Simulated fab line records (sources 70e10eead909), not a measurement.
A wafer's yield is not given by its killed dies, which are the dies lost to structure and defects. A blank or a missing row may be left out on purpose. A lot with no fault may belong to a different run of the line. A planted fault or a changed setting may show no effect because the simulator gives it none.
Chamber matching | flow nand harc | ald hk-02 running NHARC_A_CHANNEL_FILL_D1_ALD_02: 4 sister chambers
The step deposits SiO2, target thk 6 nm, pulse time 10 s, ald cycles 60. 8 wafers are shown with their chamber, then 8 later ones without.

WAFERS WITH THEIR CHAMBER
wafer  | chamber | heater power outer w (W) | heater power w (W)
L189.1 | 1       | 323                      | 527
L190.2 | 2       | 303                      | 536
L190.5 | 1       | 330                      | 525
L197.6 | 3       | 203                      | 393
L198.2 | 2       | 307                      | 539
L198.4 | 0       | 271                      | 501
L198.5 | 3       | 210                      | 384
L202.2 | 0       | 274                      | 516

WAFERS MISSING THEIR CHAMBER
wafer  | heater power outer w (W) | heater power w (W)
L202.3 | 290                      | 531
L202.5 | 304                      | 520
L201.2 | 273                      | 490
L201.3 | 310                      | 516
L201.6 | 309                      | 509
L203.2 | 307                      | 529
L203.3 | 311                      | 501
L203.6 | 199                      | 372

CHAMBER TAKEN BY EACH
wafer  | from the rows above     | in truth
L202.3 | can't be placed: 2 or 0 | 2
L202.5 | 2                       | 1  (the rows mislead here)
L201.2 | 0                       | 0
L201.3 | can't be placed: 2 or 1 | 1
L201.6 | can't be placed: 2 or 1 | 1
L203.2 | 2                       | 2
L203.3 | can't be placed: 1 or 2 | 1
L203.6 | 3                       | 3
3 of 8 placed correctly. From these rows, 4 cannot be placed; in 4 the true chamber is one of the candidates. Wrongly placed: 1.
How it was worked out, from the rows above alone: a wafer's distance from a chamber is the root of the sum, over the readings, of the square of ((its reading less the chamber's mean) divided by the reading's scatter). The wafer belongs to the nearest chamber; if the next one is less than 2 further off, it can't be placed. A chamber's mean is the mean of its shown wafers. The scatter: take each reading less its chamber's mean, square it, sum over the shown wafers, divide by the number of wafers less the number of chambers, and take the root.
